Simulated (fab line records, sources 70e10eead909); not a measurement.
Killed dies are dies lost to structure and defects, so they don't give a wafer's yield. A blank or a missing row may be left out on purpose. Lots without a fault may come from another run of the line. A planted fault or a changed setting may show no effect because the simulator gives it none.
Chamber matching | flow nand_harc | NHARC_A_CHANNEL_FILL_D1_ALD_02 on ald_hk-03: 4 sister chambers
The step deposits SiO2, target thk 6 nm, pulse time 10 s, ald cycles 60. 8 wafers are shown with their chamber, then 12 later ones without.

WAFERS WITH THEIR CHAMBER
wafer  | chamber | heater_power_w (W) | precursor_pulse_height_rel
L081.5 | 2       | 504                | 1.010
L085.1 | 1       | 422                | 1.002
L088.1 | 1       | 432                | 0.983
L088.3 | 3       | 488                | 0.980
L088.4 | 0       | 492                | 0.974
L089.1 | 0       | 479                | 1.036
L089.2 | 2       | 488                | 1.005
L089.3 | 3       | 494                | 1.022

WAFERS WITHOUT THEIR CHAMBER
wafer  | heater_power_w (W) | precursor_pulse_height_rel
L090.1 | 492                | 1.008
L090.3 | 495                | 0.986
L090.4 | 496                | 0.989
L091.1 | 423                | 0.999
L091.3 | 484                | 0.998
L091.5 | 487                | 0.999
L093.1 | 502                | 1.010
L093.3 | 488                | 1.002
L093.5 | 482                | 0.985
L095.1 | 418                | 1.035
L095.3 | 469                | 0.960
L095.4 | 541                | 1.026

WHICH CHAMBER EACH WENT THROUGH
wafer  | from the rows above          | in truth
L090.1 | can't be placed: 3 or 2 or 0 | 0
L090.3 | can't be placed: 3 or 2 or 0 | 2
L090.4 | can't be placed: 2 or 3 or 0 | 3
L091.1 | 1                            | 1
L091.3 | can't be placed: 0 or 3 or 2 | 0
L091.5 | can't be placed: 0 or 3 or 2 | 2
L093.1 | can't be placed: 2 or 3 or 0 | 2
L093.3 | can't be placed: 0 or 3 or 2 | 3
L093.5 | can't be placed: 0 or 3 or 2 | 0
L095.1 | 1                            | 1
L095.3 | can't be placed: 0 or 3 or 2 | 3
L095.4 | can't be placed: 2 or 3 or 0 | 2
Placed correctly: 2 of 12. Can't be placed from these rows: 10 (the true chamber is among the candidates in 10). Placed wrongly: 0.
How it was worked out, from the rows above alone: a wafer's distance from a chamber is the root of the sum, over the readings, of the square of ((its reading less the chamber's mean) divided by the reading's scatter). The wafer belongs to the nearest chamber; if the next one is less than 2 further off, it can't be placed. A chamber's mean is the mean of its shown wafers. The scatter: the root of (the sum of the squares of (reading less its chamber's mean) over the shown wafers, divided by (wafers less chambers)).
